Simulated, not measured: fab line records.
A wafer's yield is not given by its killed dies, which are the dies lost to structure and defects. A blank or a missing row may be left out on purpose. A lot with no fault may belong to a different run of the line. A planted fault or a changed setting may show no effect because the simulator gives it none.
fab line records | flow nand_harc | part 1 of 2: steps 1 to 4 of 6
[record] lots = 24 | wafers = 72 | last_day = 33
route steps=1302 shown A_STAIRCASE@746
lots that met no fault: taken from a fault-free run of the same line
start_h: hours from the record's opening day to when the first of the lot's shown wafers began | wait_h: time in hours since the lot's previous step | " the same as in the row above | L1.1+2: a row that stands for several wafers | - no value, or no start given | * or withheld: withheld | < > ~ a bound
route shown NAME@n: NAME is a module with steps in the file, n the number in the route of the first one | usual: mean/standard deviation taken from wafers without a fault | same: alike in all rows | chamber/n: place in a boat | sites: the reading at each site | _std_site: their standard deviation | _edge_site: mean of outer sites minus mean of inner sites | radius_mm: for every site, how far away it sits from the centre of the wafer | mask NAME#n: copy n | behind: the tool/chamber that last shaped the wafer | hold: cause of the lot's hold/its duration in hours/its outcome | device: transistor that didn't switch, given as n, p or np | end of line: the route-end tests of the same wafers | a step without rows: its recipe alone | killed: at the first sort, the dies lost to defects and structure; wafer yield is something else | map: dies across one wafer; x = killed, . = not, _ = none there
set.NAME: the run value of the setting; set.NAME@STEP: its run value at that earlier step | model.NAME: the simulator's own value behind a step, which no gauge read
one table for each step of the route and one row for each wafer, over a sample of lots
services: a tool's chamber out of use, with start hour (start_h, from the record's first day; less than 0 if before it), hours out, and reason
[[steps]]
[step NHARC_A_STAIRCASE_ETCH_232]
[recipe] target_depth_a = 1000 | time_s = 40.5 | ion_energy_ev = 400 | c4f8_flow_sccm = 20 | o2_flow_sccm = 10 | ar_flow_sccm = withheld | rf_w = 600 | bias_w = 1000 | chemistry = C4F8/O2
[usual] oes_product_au = 0.951/0.012 | rf_vpp_V = 897/6.7
[same] time_s = 40.5
lot.wafer | tool        | chamber | start_h | wait_h | oes_product_au | rf_hours_counter_h | rf_vpp_V
L074.1    | rie_diel-08 | 0       | -       | -      | 0.977          | 52                 | 887
L074.3    | "           | 2       | "       | "      | 0.950          | 44                 | 893
L074.5    | "           | 0       | "       | "      | 0.979          | -                  | 888
L075.2    | rie_diel-02 | 0       | -       | -      | 0.930          | 48                 | 903
L075.3    | "           | 1       | "       | "      | 0.943          | 47                 | 897
L075.4    | "           | 2       | "       | "      | 0.949          | 47                 | 891
L076.1    | rie_diel-02 | 1       | -       | -      | 0.948          | 50                 | 896
L076.4    | "           | 2       | "       | "      | 0.963          | 49                 | 892
L076.3    | "           | 0       | "       | "      | 0.941          | 50                 | 903
L077.2    | rie_diel-08 | 1       | -       | -      | 0.954          | 12                 | 897
L077.1    | "           | 3       | "       | "      | 0.951          | 11                 | 888
L077.6    | "           | 1       | "       | "      | 0.976          | -                  | 896
L080.1    | rie_diel-09 | 3       | -       | -      | 0.945          | 29                 | 887
L080.4    | "           | 1       | "       | "      | 0.961          | 28                 | 903
L080.5    | "           | 3       | "       | "      | 0.937          | -                  | 888
L078.2    | rie_diel-09 | 1       | -       | -      | 0.937          | 29                 | 904
L078.4    | "           | 3       | "       | "      | 0.971          | 30                 | 888
L078.6    | "           | 2       | "       | "      | 0.964          | -                  | 903
L079.3    | rie_diel-08 | 1       | -       | -      | 0.957          | 17                 | 897
L079.6    | "           | 1       | "       | "      | 0.949          | -                  | 896
L079.5    | "           | 2       | "       | "      | 0.964          | -                  | 893
L081.3    | rie_diel-02 | 1       | -       | -      | 0.977          | 15                 | 895
L081.2    | "           | 3       | "       | "      | 0.954          | 5                  | 904
L081.6    | "           | 1       | "       | "      | 0.982          | -                  | 898
L082.1    | rie_diel-09 | 3       | -       | -      | 0.955          | 39                 | 888
L082.4    | "           | 0       | "       | "      | 0.941          | 36                 | 890
L082.5    | "           | 3       | "       | "      | 0.960          | -                  | 888
L083.3    | rie_diel-02 | 1       | -       | -      | 0.969          | 23                 | 896
L083.1    | "           | 2       | "       | "      | 0.952          | 23                 | 891
L083.5    | "           | 0       | "       | "      | 0.964          | -                  | 903
L085.2    | rie_diel-02 | 0       | -       | -      | 0.944          | 25                 | 904
L085.3    | "           | 2       | "       | "      | 0.951          | 27                 | 891
L085.6    | "           | 3       | "       | "      | 0.944          | -                  | 906
L084.1    | rie_diel-09 | 3       | -       | -      | 0.962          | 47                 | 886
L084.3    | "           | 0       | "       | "      | 0.965          | 44                 | 889
L084.5    | "           | 1       | "       | "      | 0.972          | -                  | 903
L087.1    | rie_diel-09 | 2       | -       | -      | 0.949          | 59                 | 902
L087.2    | "           | 0       | "       | "      | 0.956          | 49                 | 890
L087.6    | "           | 3       | "       | "      | 0.939          | -                  | 888
L086.1    | rie_diel-09 | 2       | -       | -      | 0.938          | 59                 | 905
L086.3    | "           | 3       | "       | "      | 0.942          | 52                 | 887
L086.4    | "           | 1       | "       | "      | 0.954          | 57                 | 903
L089.3    | rie_diel-02 | 3       | -       | -      | 0.941          | 33                 | 905
L089.6    | "           | 3       | "       | "      | 0.947          | -                  | 902
L089.5    | "           | 0       | "       | "      | 0.946          | -                  | 903
L090.1    | rie_diel-02 | 3       | -       | -      | 0.941          | 35                 | 904
L090.4    | "           | 0       | "       | "      | 0.941          | 47                 | 903
L090.2    | "           | 1       | "       | "      | 0.937          | 48                 | 897
L088.1    | rie_diel-02 | 1       | -       | -      | 0.968          | 49                 | 895
L088.3    | "           | 0       | "       | "      | 0.961          | 48                 | 902
L088.5    | "           | 1       | "       | "      | 0.972          | -                  | 895
L092.6    | rie_diel-02 | 2       | -       | -      | 0.942          | -                  | 891
L092.4    | "           | 3       | "       | "      | 0.941          | -                  | 904
L092.5    | "           | 1       | "       | "      | 0.963          | -                  | 895
L091.4    | rie_diel-08 | 3       | -       | -      | 0.935          | -                  | 888
L091.6    | "           | 1       | "       | "      | 0.944          | -                  | 897
L091.5    | "           | 2       | "       | "      | 0.945          | -                  | 891
L093.4    | rie_diel-02 | 0       | -       | -      | 0.943          | 54                 | 902
L093.1    | "           | 1       | "       | "      | 0.950          | 60                 | 896
L093.5    | "           | 0       | "       | "      | 0.942          | -                  | 904
L094.4    | rie_diel-09 | 0       | -       | -      | 0.970          | 16                 | 890
L094.1    | "           | 2       | "       | "      | 0.952          | 14                 | 905
L094.5    | "           | 0       | "       | "      | 0.969          | -                  | 887
L095.3    | rie_diel-02 | 2       | -       | -      | 0.931          | 64                 | 890
L095.1    | "           | 1       | "       | "      | 0.958          | 69                 | 896
L095.5    | "           | 2       | "       | "      | 0.925          | -                  | 890
L096.4    | rie_diel-08 | 0       | -       | -      | 0.938          | 4                  | 905
L096.1    | "           | 3       | "       | "      | 0.941          | 4                  | 905
L096.6    | "           | 1       | "       | "      | 0.944          | -                  | 895
L097.3    | rie_diel-09 | 3       | -       | -      | 0.968          | 32                 | 887
L097.4    | "           | 0       | "       | "      | 0.958          | 31                 | 889
L097.1    | "           | 2       | "       | "      | 0.947          | 36                 | 902
[step NHARC_A_STAIRCASE_ETCH_236]
[recipe] target_depth_a = 1000 | time_s = 40.5 | ion_energy_ev = 400 | c4f8_flow_sccm = 20 | o2_flow_sccm = 10 | ar_flow_sccm = withheld | rf_w = 600 | bias_w = 1000 | chemistry = C4F8/O2
[usual] oes_product_au = 0.946/0.01 | rf_vpp_V = 896/6.4
[same] time_s = 40.5
lot.wafer | tool        | chamber | start_h | wait_h | oes_product_au | rf_hours_counter_h | rf_vpp_V
L074.1    | rie_diel-08 | 1       | -       | -      | 0.944          | 51                 | 897
L074.3    | "           | 2       | "       | "      | 0.947          | 45                 | 892
L074.5    | "           | 2       | "       | "      | 0.929          | -                  | 893
L075.3    | rie_diel-02 | 0       | -       | -      | 0.931          | 48                 | 905
L075.2    | "           | 1       | "       | "      | 0.947          | 47                 | 898
L075.4    | "           | 3       | "       | "      | 0.940          | 47                 | 905
L076.3    | rie_diel-02 | 2       | -       | -      | 0.956          | 50                 | 892
L076.1    | "           | 3       | "       | "      | 0.958          | 49                 | 905
L076.4    | "           | 0       | "       | "      | 0.946          | 50                 | 903
L077.1    | rie_diel-08 | 2       | -       | -      | 0.933          | 11                 | 892
L077.2    | "           | 1       | "       | "      | 0.953          | 13                 | 897
L077.6    | "           | 3       | "       | "      | 0.949          | -                  | 888
L080.1    | rie_diel-09 | 3       | -       | -      | 0.953          | 29                 | 886
L080.4    | "           | 0       | "       | "      | 0.956          | 27                 | 890
L080.5    | "           | 3       | "       | "      | 0.961          | -                  | 887
L078.4    | rie_diel-09 | 2       | -       | -      | 0.946          | 32                 | 903
L078.2    | "           | 1       | "       | "      | 0.961          | 30                 | 904
L078.6    | "           | 2       | "       | "      | 0.951          | -                  | 904
L079.3    | rie_diel-08 | 2       | -       | -      | 0.935          | 15                 | 893
L079.6    | "           | 1       | "       | "      | 0.924          | -                  | 897
L079.5    | "           | 2       | "       | "      | 0.939          | -                  | 894
L081.2    | rie_diel-02 | 3       | -       | -      | 0.947          | 5                  | 905
L081.3    | "           | 1       | "       | "      | 0.965          | 15                 | 896
L081.6    | "           | 3       | "       | "      | 0.950          | -                  | 905
L082.1    | rie_diel-09 | 1       | -       | -      | 0.930          | 40                 | 902
L082.4    | "           | 3       | "       | "      | 0.971          | 39                 | 887
L082.5    | "           | 1       | "       | "      | 0.939          | -                  | 903
L083.3    | rie_diel-02 | 2       | -       | -      | 0.930          | 23                 | 892
L083.1    | "           | 0       | "       | "      | 0.955          | 21                 | 904
L083.5    | "           | 1       | "       | "      | 0.959          | -                  | 896
L085.2    | rie_diel-02 | 0       | -       | -      | 0.945          | 25                 | 903
L085.3    | "           | 3       | "       | "      | 0.950          | 14                 | 906
L085.6    | "           | 0       | "       | "      | 0.940          | -                  | 901
L084.1    | rie_diel-09 | 1       | -       | -      | 0.955          | 51                 | 903
L084.3    | "           | 2       | "       | "      | 0.965          | 52                 | 903
L084.5    | "           | 1       | "       | "      | 0.958          | -                  | 903
L087.1    | rie_diel-09 | 1       | -       | -      | 0.935          | 58                 | 903
L087.2    | "           | 2       | "       | "      | 0.933          | 60                 | 903
L087.6    | "           | 0       | "       | "      | 0.942          | -                  | 890
L086.4    | rie_diel-09 | 1       | -       | -      | 0.951          | 58                 | 904
L086.3    | "           | 2       | "       | "      | 0.946          | 60                 | 902
L086.1    | "           | 3       | "       | "      | 0.943          | 53                 | 887
L089.3    | rie_diel-02 | 0       | -       | -      | 0.938          | 45                 | 903
L089.5    | "           | 2       | "       | "      | 0.933          | -                  | 891
L089.6    | "           | 3       | "       | "      | 0.946          | -                  | 903
L090.4    | rie_diel-02 | 1       | -       | -      | 0.951          | 49                 | 895
L090.2    | "           | 2       | "       | "      | 0.933          | 47                 | 891
L090.1    | "           | 0       | "       | "      | 0.937          | 48                 | 902
L088.3    | rie_diel-02 | 1       | -       | -      | 0.949          | 49                 | 895
L088.1    | "           | 3       | "       | "      | 0.947          | 37                 | 905
L088.5    | "           | 1       | "       | "      | 0.958          | -                  | 896
L092.6    | rie_diel-02 | 3       | -       | -      | 0.943          | -                  | 903
L092.5    | "           | 1       | "       | "      | 0.970          | -                  | 896
L092.4    | "           | 2       | "       | "      | 0.938          | -                  | 891
L091.4    | rie_diel-08 | 2       | -       | -      | 0.941          | -                  | 891
L091.5    | "           | 3       | "       | "      | 0.942          | -                  | 888
L091.6    | "           | 1       | "       | "      | 0.949          | -                  | 896
L093.1    | rie_diel-02 | 3       | -       | -      | 0.936          | 45                 | 904
L093.4    | "           | 0       | "       | "      | 0.936          | 55                 | 903
L093.5    | "           | 1       | "       | "      | 0.950          | -                  | 895
L094.4    | rie_diel-09 | 2       | -       | -      | 0.942          | 14                 | 903
L094.1    | "           | 3       | "       | "      | 0.939          | 17                 | 888
L094.5    | "           | 0       | "       | "      | 0.947          | -                  | 889
L095.1    | rie_diel-02 | 3       | -       | -      | 0.957          | 52                 | 904
L095.3    | "           | 0       | "       | "      | 0.947          | 65                 | 903
L095.5    | "           | 2       | "       | "      | 0.956          | -                  | 893
L096.1    | rie_diel-08 | 1       | -       | -      | 0.942          | 5                  | 895
L096.4    | "           | 2       | "       | "      | 0.932          | 4                  | 892
L096.6    | "           | 0       | "       | "      | 0.958          | -                  | 906
L097.1    | rie_diel-09 | 2       | -       | -      | 0.952          | 36                 | 902
L097.4    | "           | 3       | "       | "      | 0.952          | 32                 | 887
L097.3    | "           | 1       | "       | "      | 0.950          | 34                 | 903
[step NHARC_A_STAIRCASE_STRIP_238]
[recipe] power_w = 1500 | temp_c = 250 | chemistry = O2
[usual] drypump_motor_current_A = 6.0/0.39 | heater_power_w = 313/27
lot.wafer | tool            | chamber | start_h | wait_h | drypump_motor_current_A | heater_power_w | rf_hours_counter_h
L074.1    | plasma_asher-02 | 0       | 359.38  | 0.1    | 6.4                     | 335            | 22
L074.3    | "               | 1       | "       | "      | 5.5                     | 284            | -
L074.5    | "               | 0       | "       | "      | 6.4                     | 324            | -
L075.2    | plasma_asher-02 | 0       | 383.88  | 0.1    | 6.4                     | 328            | 27
L075.3    | "               | 1       | "       | "      | 5.5                     | 280            | -
L075.4    | "               | 0       | "       | "      | 6.4                     | 341            | -
L076.1    | plasma_asher-02 | 1       | 392.67  | 0.1    | 5.5                     | 275            | 28
L076.4    | "               | 0       | "       | "      | 6.4                     | 341            | -
L076.3    | "               | 1       | "       | "      | 5.5                     | 280            | -
L077.1    | plasma_asher-01 | 0       | 414.83  | 0.1    | 6.2                     | 334            | 13
L077.2    | "               | 1       | "       | "      | 5.7                     | 320            | 13
L077.6    | "               | 0       | "       | "      | 6.2                     | 324            | -
L080.1    | plasma_asher-02 | 1       | 417.58  | 0.1    | 5.5                     | 282            | 34
L080.4    | "               | 0       | "       | "      | 6.4                     | 329            | -
L080.5    | "               | 1       | "       | "      | 5.5                     | 277            | -
L078.2    | plasma_asher-01 | 1       | 421.26  | 0.1    | 5.7                     | 317            | 14
L078.4    | "               | 0       | "       | "      | 6.2                     | 319            | -
L078.6    | "               | 1       | "       | "      | 5.7                     | 322            | -
L079.3    | plasma_asher-01 | 0       | 426.52  | 0.2    | 6.2                     | 333            | -
L079.5    | "               | 1       | "       | "      | 5.7                     | 326            | -
L079.6    | "               | 0       | "       | "      | 6.2                     | 329            | -
L081.2    | plasma_asher-01 | 1       | 440.40  | 0.1    | 5.7                     | 317            | 20
L081.3    | "               | 1       | "       | "      | 5.7                     | 321            | -
L081.6    | "               | 0       | "       | "      | 6.2                     | 324            | -
L082.1    | plasma_asher-02 | 1       | 445.67  | 0.1    | 5.5                     | 268            | 2
L082.4    | "               | 0       | "       | "      | 6.4                     | 340            | -
L082.5    | "               | 1       | "       | "      | 5.5                     | 272            | -
L083.1    | plasma_asher-02 | 1       | 460.06  | 0.1    | 5.5                     | 270            | 4
L083.3    | "               | 0       | "       | "      | 6.4                     | 332            | -
L083.5    | "               | 1       | "       | "      | 5.5                     | 275            | -
L085.2    | plasma_asher-01 | 1       | 473.97  | 0.1    | 5.7                     | 322            | 26
L085.3    | "               | 1       | "       | "      | 5.7                     | 321            | -
L085.6    | "               | 0       | "       | "      | 6.2                     | 318            | -
L084.1    | plasma_asher-02 | 1       | 474.09  | 0.1    | 5.5                     | 278            | 8
L084.3    | "               | 0       | "       | "      | 6.4                     | 326            | -
L084.5    | "               | 1       | "       | "      | 5.5                     | 274            | -
L087.2    | plasma_asher-02 | 0       | 492.40  | 0.1    | 6.4                     | 342            | 12
L087.1    | "               | 1       | "       | "      | 5.6                     | 274            | 12
L087.6    | "               | 0       | "       | "      | 6.4                     | 336            | -
L086.1    | plasma_asher-01 | 1       | 492.47  | 0.1    | 5.7                     | 326            | 31
L086.3    | "               | 1       | "       | "      | 5.7                     | 311            | -
L086.4    | "               | 0       | "       | "      | 6.2                     | 317            | -
L089.3    | plasma_asher-02 | 0       | 518.73  | 0.2    | 6.4                     | 331            | -
L089.5    | "               | 0       | "       | "      | 6.4                     | 333            | -
L089.6    | "               | 1       | "       | "      | 5.5                     | 280            | -
L090.1    | plasma_asher-02 | 1       | 527.06  | 0.1    | 5.5                     | 273            | 21
L090.2    | "               | 0       | "       | "      | 6.4                     | 336            | 21
L090.4    | "               | 0       | "       | "      | 6.4                     | 328            | -
L088.1    | plasma_asher-02 | 1       | 528.86  | 0.1    | 5.6                     | 270            | 21
L088.3    | "               | 1       | "       | "      | 5.5                     | 271            | -
L088.5    | "               | 0       | "       | "      | 6.5                     | 335            | -
L092.4    | plasma_asher-01 | 1       | 539.66  | 0.2    | 5.7                     | 329            | -
L092.5    | "               | 0       | "       | "      | 6.2                     | 338            | -
L092.6    | "               | 1       | "       | "      | 5.7                     | 330            | -
L091.4    | plasma_asher-02 | 1       | 541.16  | 0.2    | 5.5                     | 267            | -
L091.6    | "               | 0       | "       | "      | 6.4                     | 342            | -
L091.5    | "               | 1       | "       | "      | 5.5                     | 271            | -
L093.1    | plasma_asher-01 | 1       | 551.95  | 0.1    | 5.7                     | 320            | 5
L093.4    | "               | 1       | "       | "      | 5.7                     | 328            | -
L093.5    | "               | 0       | "       | "      | 6.2                     | 338            | -
L094.1    | plasma_asher-02 | 1       | 552.07  | 0.1    | 5.5                     | 270            | 26
L094.4    | "               | 0       | "       | "      | 6.4                     | 332            | -
L094.5    | "               | 1       | "       | "      | 5.5                     | 276            | -
L095.1    | plasma_asher-02 | 1       | 571.53  | 0.1    | 5.5                     | 269            | 31
L095.3    | "               | 1       | "       | "      | 5.5                     | 274            | -
L095.5    | "               | 0       | "       | "      | 6.4                     | 335            | -
L096.1    | plasma_asher-01 | 0       | 574.67  | 0.1    | 6.2                     | 345            | 10
L096.4    | "               | 1       | "       | "      | 5.7                     | 326            | -
L096.6    | "               | 1       | "       | "      | 5.7                     | 324            | -
L097.1    | plasma_asher-02 | 1       | 599.80  | 0.1    | 5.6                     | 272            | 34
L097.4    | "               | 0       | "       | "      | 6.4                     | 329            | -
L097.3    | "               | 1       | "       | "      | 5.6                     | 270            | -
[step NHARC_A_STAIRCASE_ETCH_253]
[recipe] target_depth_a = 500 | time_s = 20.2 | ion_energy_ev = 400 | c4f8_flow_sccm = 20 | o2_flow_sccm = 10 | ar_flow_sccm = withheld | rf_w = 600 | bias_w = 1000 | chemistry = C4F8/O2
[usual] oes_product_au = 0.955/0.017 | rf_vpp_V = 896/6.9
[same] time_s = 20.2
lot.wafer | tool        | chamber | start_h | wait_h | oes_product_au | rf_hours_counter_h | rf_vpp_V
L074.1    | rie_diel-09 | 2       | 360.94  | 0.1    | 0.962          | 12                 | 905
L074.3    | "           | 3       | "       | "      | 0.974          | 11                 | 888
L074.5    | "           | 1       | "       | "      | 0.975          | -                  | 903
L075.3    | rie_diel-02 | 2       | 385.46  | 0.1    | 0.975          | 47                 | 891
L075.4    | "           | 0       | "       | "      | 0.968          | 48                 | 904
L075.2    | "           | 1       | "       | "      | 0.979          | 48                 | 897
L076.3    | rie_diel-02 | 3       | 394.22  | 0.1    | 0.971          | 49                 | 905
L076.4    | "           | 1       | "       | "      | 0.983          | 50                 | 895
L076.1    | "           | 2       | "       | "      | 0.981          | 50                 | 891
L077.2    | rie_diel-02 | 2       | 416.42  | 0.1    | 0.966          | 4                  | 893
L077.1    | "           | 0       | "       | "      | 0.970          | 4                  | 903
L077.6    | "           | 0       | "       | "      | 0.968          | -                  | 903
L080.1    | rie_diel-02 | 1       | 419.25  | 0.1    | 0.956          | 6                  | 896
L080.4    | "           | 1       | "       | "      | 0.952          | -                  | 895
L080.5    | "           | 2       | "       | "      | 0.956          | -                  | 893
L078.4    | rie_diel-08 | 2       | 422.97  | 0.4    | 0.945          | 13                 | 892
L078.2    | "           | 3       | "       | "      | 0.936          | 14                 | 887
L078.6    | "           | 0       | "       | "      | 0.926          | -                  | 887
L079.3    | rie_diel-08 | 3       | 427.99  | 0.1    | 0.937          | 16                 | 887
L079.6    | "           | 2       | "       | "      | 0.952          | -                  | 893
L079.5    | "           | 3       | "       | "      | 0.941          | -                  | 888
L081.2    | rie_diel-02 | 1       | 441.89  | 0.1    | 0.964          | 15                 | 895
L081.3    | "           | 2       | "       | "      | 0.954          | 15                 | 891
L081.6    | "           | 1       | "       | "      | 0.951          | -                  | 896
L082.1    | rie_diel-09 | 1       | 447.52  | 0.1    | 0.946          | 41                 | 903
L082.4    | "           | 3       | "       | "      | 0.940          | 40                 | 888
L082.5    | "           | 0       | "       | "      | 0.934          | -                  | 888
L083.3    | rie_diel-09 | 2       | 461.69  | 0.1    | 0.925          | 48                 | 904
L083.1    | "           | 1       | "       | "      | 0.917          | 46                 | 903
L083.5    | "           | 0       | "       | "      | 0.926          | -                  | 890
L085.3    | rie_diel-09 | 2       | 475.40  | 0.1    | 0.984          | 52                 | 903
L085.2    | "           | 0       | "       | "      | 0.955          | 44                 | 890
L085.6    | "           | 3       | "       | "      | 0.990          | -                  | 888
L084.3    | rie_diel-08 | 3       | 475.69  | 0.1    | 0.930          | 32                 | 887
L084.1    | "           | 1       | "       | "      | 0.933          | 32                 | 897
L084.5    | "           | 2       | "       | "      | 0.949          | -                  | 891
L087.1    | rie_diel-02 | 2       | 494.00  | 0.1    | 0.978          | 33                 | 891
L087.2    | "           | 3       | "       | "      | 0.978          | 22                 | 905
L087.6    | "           | 1       | "       | "      | 0.985          | -                  | 894
L086.3    | rie_diel-09 | 0       | 494.16  | 0.1    | 0.953          | 49                 | 890
L086.1    | "           | 2       | "       | "      | 0.955          | 60                 | 903
L086.4    | "           | 3       | "       | "      | 0.951          | 53                 | 887
L089.3    | rie_diel-08 | 1       | 520.11  | 0.1    | 0.966          | 48                 | 895
L089.5    | "           | 2       | "       | "      | 0.972          | -                  | 892
L089.6    | "           | 3       | "       | "      | 0.979          | -                  | 887
L090.1    | rie_diel-08 | 0       | 528.66  | 0.1    | 0.924          | 55                 | 885
L090.2    | "           | 1       | "       | "      | 0.927          | 51                 | 896
L090.4    | "           | 2       | "       | "      | 0.934          | 51                 | 891
L088.3    | rie_diel-08 | 3       | 530.47  | 0.1    | 0.955          | 52                 | 886
L088.1    | "           | 1       | "       | "      | 0.957          | 51                 | 895
L088.5    | "           | 0       | "       | "      | 0.947          | -                  | 885
L092.5    | rie_diel-02 | 3       | 541.16  | 0.0    | 0.966          | -                  | 904
L092.4    | "           | 1       | "       | "      | 0.967          | -                  | 896
L092.6    | "           | 2       | "       | "      | 0.947          | -                  | 890
L091.4    | rie_diel-09 | 3       | 542.50  | 0.1    | 0.964          | 13                 | 886
L091.6    | "           | 3       | "       | "      | 0.961          | -                  | 888
L091.5    | "           | 0       | "       | "      | 0.964          | -                  | 890
L093.4    | rie_diel-02 | 1       | 553.56  | 0.1    | 0.969          | 61                 | 895
L093.1    | "           | 2       | "       | "      | 0.960          | 58                 | 890
L093.5    | "           | 0       | "       | "      | 0.957          | -                  | 902
L094.1    | rie_diel-09 | 1       | 553.72  | 0.1    | 0.949          | 14                 | 903
L094.4    | "           | 3       | "       | "      | 0.986          | 17                 | 886
L094.5    | "           | 2       | "       | "      | 0.950          | -                  | 903
L095.1    | rie_diel-09 | 2       | 573.17  | 0.2    | 0.952          | 22                 | 903
L095.3    | "           | 1       | "       | "      | 0.948          | 21                 | 902
L095.5    | "           | 2       | "       | "      | 0.945          | -                  | 904
L096.1    | rie_diel-08 | 0       | 576.23  | 0.1    | 0.942          | 4                  | 907
L096.4    | "           | 1       | "       | "      | 0.937          | 5                  | 895
L096.6    | "           | 0       | "       | "      | 0.936          | -                  | 906
L097.3    | rie_diel-08 | 0       | 601.26  | 0.1    | 0.960          | 9                  | 905
L097.1    | "           | 3       | "       | "      | 0.949          | 10                 | 906
L097.4    | "           | 2       | "       | "      | 0.954          | -                  | 892
